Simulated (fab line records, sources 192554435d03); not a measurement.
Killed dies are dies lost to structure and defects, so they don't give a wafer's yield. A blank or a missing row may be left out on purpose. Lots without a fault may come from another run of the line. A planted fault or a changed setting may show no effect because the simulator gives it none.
Chamber matching | flow n5_finfet | N5_BEOL_M9_ALD_74 on ald_metal-01: 4 sister chambers
The step deposits TaN, target thk 2 nm, pulse time 2 s, purge time 3 s. 14 wafers are shown with their chamber, then 7 later ones without.

WAFERS WITH THEIR CHAMBER
wafer  | chamber | heater_power_w (W)
L076.2 | 2       | 447
L076.5 | 0       | 432
L076.6 | 1       | 475
L079.3 | 1       | 474
L079.5 | 0       | 431
L079.6 | 1       | 464
L091.1 | 1       | 472
L091.3 | 0       | 429
L091.4 | 2       | 457
L092.2 | 3       | 444
L092.4 | 1       | 490
L092.6 | 3       | 443
L095.1 | 2       | 455
L095.2 | 1       | 484

SIGNATURES (means of the wafers above)
reading        | chamber 0 | chamber 1 | chamber 2 | chamber 3 | scatter within a chamber
heater_power_w | 430.67    | 476.50    | 453.00    | 443.50    | 6.96
Rule: a wafer's distance from a chamber is the root of the sum, over the readings, of the square of ((its reading less the chamber's mean) divided by the reading's scatter). The wafer belongs to the nearest chamber; if the next one is less than 2 further off, it can't be placed. The scatter: the root of (the sum of the squares of (reading less its chamber's mean) over the shown wafers, divided by (wafers less chambers)).

WAFERS WITHOUT THEIR CHAMBER
wafer  | heater_power_w (W)
L095.4 | 427
L096.2 | 426
L096.3 | 423
L096.4 | 446
L097.2 | 456
L097.3 | 430
L097.6 | 471

WHICH CHAMBER EACH WENT THROUGH
wafer  | from the rows above          | in truth
L095.4 | can't be placed: 0 or 3      | 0
L096.2 | can't be placed: 0 or 3      | 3
L096.3 | can't be placed: 0 or 3      | 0
L096.4 | can't be placed: 3 or 2 or 0 | 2
L097.2 | can't be placed: 2 or 3      | 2
L097.3 | can't be placed: 0 or 3      | 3
L097.6 | can't be placed: 1 or 2      | 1
Placed correctly: 0 of 7. Can't be placed from these rows: 7 (the true chamber is among the candidates in 7). Placed wrongly: 0.
